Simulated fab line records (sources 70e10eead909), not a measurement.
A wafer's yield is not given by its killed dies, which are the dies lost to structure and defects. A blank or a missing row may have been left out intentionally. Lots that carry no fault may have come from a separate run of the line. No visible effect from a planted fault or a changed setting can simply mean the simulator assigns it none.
One fault through the eyes of 2 desks    flow nand harc    every desk sees just its own numbers, and what lay behind them comes last

METROLOGY DESK
What the gauges read for every lot (on any tool): the sampled wafers with a number, averaged. A lot is out of limits, marked OUT, if its mean lies more than 4 standard deviations from the usual mean; the brackets give that distance.
Columns: A = cd nm at NHARC_A_M0_CD_MEAS_09, usual 80.0 nm
lot   first seen here  A
L792  day 23 01:15     79.5
L791  day 23 04:22     80.0
L793  day 24 03:52     79.8
L795  day 24 10:06     79.7
L797  day 24 14:25     80.9
L796  day 25 23:53     80.5
L802  day 27 19:49     106.0 (+37) OUT
L805  day 28 08:59     106.0 (+37) OUT
L809  day 29 15:13     80.0
L810  day 30 07:05     80.6
L811  day 31 12:40     80.6
L813  day 31 18:53     80.1
L812  day 32 03:31     80.6
L814  day 32 21:40     79.5
This desk's verdict: out of limits on L802, L805, starting with L802 at day 27 19:49 (cd nm at NHARC_A_M0_CD_MEAS_09). L792, L791, L793, L795, L797, L796, L809, L810, L811, L813, L812, L814: within limits.

THE TOOL OWNER'S DESK: litho track-06
The tool's own readings at NHARC_A_M0_PEB_07 (peb time 65 s): means of the sampled wafers that have a number, for each lot that ran on this tool. A lot is out of limits, marked OUT, if its mean lies more than 4 standard deviations from the usual mean; the brackets give that distance.
Columns: A = chill plate temp C at NHARC_A_M0_PEB_07, usual 23.01 C; B = heater power total W at NHARC_A_M0_PEB_07, usual 156.6 W; C = plate temp C at NHARC_A_M0_PEB_07, usual 99.97 C
lot   first seen here  A      B                C
L797  day 24 14:20     22.99  156.6            99.98
L796  day 25 23:49     22.95  156.8            99.79
L802  day 27 19:44     23.05  174.4 (+41) OUT  108.05 (+58) OUT
L805  day 28 08:55     22.97  174.1 (+40) OUT  108.00 (+57) OUT
L811  day 31 12:35     22.94  156.7            99.84
This desk's verdict: out of limits on L802, L805, starting with L802 at day 27 19:44 (heater power total W at NHARC_A_M0_PEB_07). L797, L796, L811: within limits.

TAKEN TOGETHER
The tool owner's desk could have raised an alarm at day 27 19:44, on L802, L805.
On L802, L805, the metrology desk was in a position to raise an alarm at day 27 19:49.
Every lot named ran NHARC_A_M0_PEB_07 on litho track-06.

WHAT THE SIMULATOR HAD INSERTED
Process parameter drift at NHARC_A_M0_PEB_07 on litho track-06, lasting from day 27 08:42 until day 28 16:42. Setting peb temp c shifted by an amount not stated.
Struck lots among those shown: L802, L805.
Counting hours from when the fault started, the first reading out of limits came at 11 for the tool owner's desk and at 11 for the metrology desk.
